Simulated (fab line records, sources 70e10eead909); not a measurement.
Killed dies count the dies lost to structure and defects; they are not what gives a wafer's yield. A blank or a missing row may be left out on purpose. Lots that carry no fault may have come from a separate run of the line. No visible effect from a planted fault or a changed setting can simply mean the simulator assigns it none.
Chamber matching ; flow nand_harc ; rie_diel-13 running NHARC_P_M1_STRIP_18: 4 sister chambers
The step strips in N2/H2. 8 wafers are shown with their chamber, then 11 later ones without.

== WAFERS WITH THEIR CHAMBER ==
wafer;chamber;showerhead_plenum_p_Torr (Torr);drypump_motor_current_A (A)
L082.6;2;1.94;5.2
L083.5;3;2.05;5.6
L088.3;3;2.05;5.6
L088.6;0;2.20;5.3
L085.1;1;2.06;5.9
L085.2;0;2.20;5.2
L085.3;2;1.94;5.2
L090.1;1;2.05;5.9

== WAFERS WITHOUT THEIR CHAMBER ==
wafer;showerhead_plenum_p_Torr (Torr);drypump_motor_current_A (A)
L090.4;2.19;5.3
L090.5;2.20;5.3
L094.1;2.05;5.6
L094.3;2.19;5.2
L094.6;2.05;5.6
L095.1;2.05;5.9
L095.3;2.05;5.6
L095.5;1.93;5.2
L096.2;2.19;5.2
L096.4;2.05;5.9
L096.5;2.19;5.2

== THE CHAMBER EACH PASSED THROUGH ==
wafer;from the rows above;in truth
L090.4;0;0
L090.5;0;0
L094.1;3;3
L094.3;0;0
L094.6;3;3
L095.1;1;1
L095.3;3;3
L095.5;2;2
L096.2;0;0
L096.4;1;1
L096.5;0;0
11 of 11 placed correctly. Number that these rows cannot place: 0. Number placed wrongly: 0.
How it was worked out, from the rows above alone: a wafer's distance from a chamber is the root of the sum, over the readings, of the square of ((its reading less the chamber's mean) divided by the reading's scatter). If the next closest chamber is less than 2 further off than the closest, the wafer can't be placed; otherwise it belongs to the closest. The mean given for a chamber averages the wafers shown for that chamber. How the scatter is found: for the shown wafers, subtract from each reading the mean of its chamber, square and add these, divide the total by (wafers less chambers), then take the root.
